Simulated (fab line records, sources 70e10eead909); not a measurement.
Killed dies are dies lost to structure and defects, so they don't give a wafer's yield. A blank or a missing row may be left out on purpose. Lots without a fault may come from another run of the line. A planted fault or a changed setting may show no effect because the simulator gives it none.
A struck lot beside a sound one | flow nand_harc | 13 steps out of a route of 1159
Sound: wafers L546.1, L546.3, L546.5. Struck: wafers L555.1, L555.5, L555.6. The cause comes at the end.
At each step with rows: each side's tool, then ch and its chambers, then its first start. Under that, the readings that differ: sound wafers | struck wafers | difference of the means | sigmas: that difference in standard deviations of wafers without a fault.
alike: readings whose means differ by less than 2 such deviations, and words and numbers that are the same on both sides. not compared: withheld readings, readings that some wafer has no value for, bounds like >300 that may hide the same value, and numbers for which the record gives no deviation and whose values overlap.
The two part at a step that has a row with sigmas, a row that says differs or no value, or rows on one side only. Numbers that don't overlap but have no deviation are shown without sigmas and don't part them. A reading that every wafer of one side lacks parts them only if that side has two wafers or more.

NHARC_A_STAIRCASE_TRIM_224: chemistry O2, time 211.2 s.
  sound on rie_diel-04 ch 0,2; struck on rie_diel-04 ch 2,3
  alike: drypump_motor_current_A, oes_product_au, rf_vpp_V, showerhead_plenum_p_Torr, throttle_valve_pct
  not compared: rf_hours_counter_h
NHARC_A_STAIRCASE_ETCH_225: etches the open film in C4F8/O2, target depth 100 nm, time 40.5 s.
  sound on rie_diel-04 ch 0,2,3; struck on rie_diel-04 ch 2,3
  alike: oes_product_au, rf_vpp_V
  not compared: rf_hours_counter_h
then, 2 steps without rows for these wafers: NHARC_A_STAIRCASE_TRIM_226 (chemistry O2, time 211.2 s); NHARC_A_STAIRCASE_ETCH_227 (etches the open film in C4F8/O2, target depth 100 nm, time 40.5 s).
NHARC_A_STAIRCASE_TRIM_229: chemistry O2, time 211.2 s.
  sound on rie_diel-04 ch 0,1,2, day 11 06:51; struck on rie_diel-04 ch 0,2,3, day 13 16:10
  alike: drypump_motor_current_A, oes_product_au, rf_vpp_V, showerhead_plenum_p_Torr, throttle_valve_pct
  not compared: rf_hours_counter_h
then, 1 step without rows for these wafers: NHARC_A_STAIRCASE_ETCH_230 (etches the open film in C4F8/O2, target depth 100 nm, time 40.5 s).
NHARC_A_STAIRCASE_TRIM_231: chemistry O2, time 211.2 s.
  sound on rie_diel-04 ch 1,2; struck on rie_diel-04 ch 0,3
  alike: drypump_motor_current_A, oes_product_au, rf_vpp_V, showerhead_plenum_p_Torr, throttle_valve_pct
  not compared: rf_hours_counter_h
NHARC_A_STAIRCASE_ETCH_232: etches the open film in C4F8/O2, target depth 100 nm, time 40.5 s.
  sound on rie_diel-04 ch 2,3; struck on rie_diel-04 ch 0,3
  alike: oes_product_au, rf_vpp_V
  not compared: rf_hours_counter_h
then, 3 steps without rows for these wafers: NHARC_A_STAIRCASE_TRIM_233 (chemistry O2, time 211.2 s); NHARC_A_STAIRCASE_ETCH_234 (etches the open film in C4F8/O2, target depth 100 nm, time 40.5 s); NHARC_A_STAIRCASE_TRIM_235 (chemistry O2, time 211.2 s).
NHARC_A_STAIRCASE_ETCH_236: etches the open film in C4F8/O2, target depth 100 nm, time 40.5 s.
  sound on rie_diel-04 ch 2,3, day 11 07:43; struck on rie_diel-04 ch 0,2,3, day 13 17:13
  reading               | sound             | struck            | difference | sigmas
  oes_product_au (a.u.) | 0.941 0.955 0.942 | 1.124 1.123 1.125 | +0.178     | +18
  alike: rf_vpp_V
  not compared: rf_hours_counter_h
-- the record jumps here: 8 days lie between the struck wafers' starts before and after (it left off in module A_STAIRCASE and takes up again in module END, whose first step shown is number 1159 of the route) --
NHARC_END_SORT_01:
  the record has rows for the struck wafers here (prober-02 ch 0, day 21 12:54) and none for the sound ones

WHERE THEY PART
First at NHARC_A_STAIRCASE_ETCH_236; last, within this record, at NHARC_END_SORT_01.

WHY: what the simulator had put in
Process parameter drift: rie_diel-04, from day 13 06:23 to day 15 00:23, at NHARC_A_STAIRCASE_ETCH_236. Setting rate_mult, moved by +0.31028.
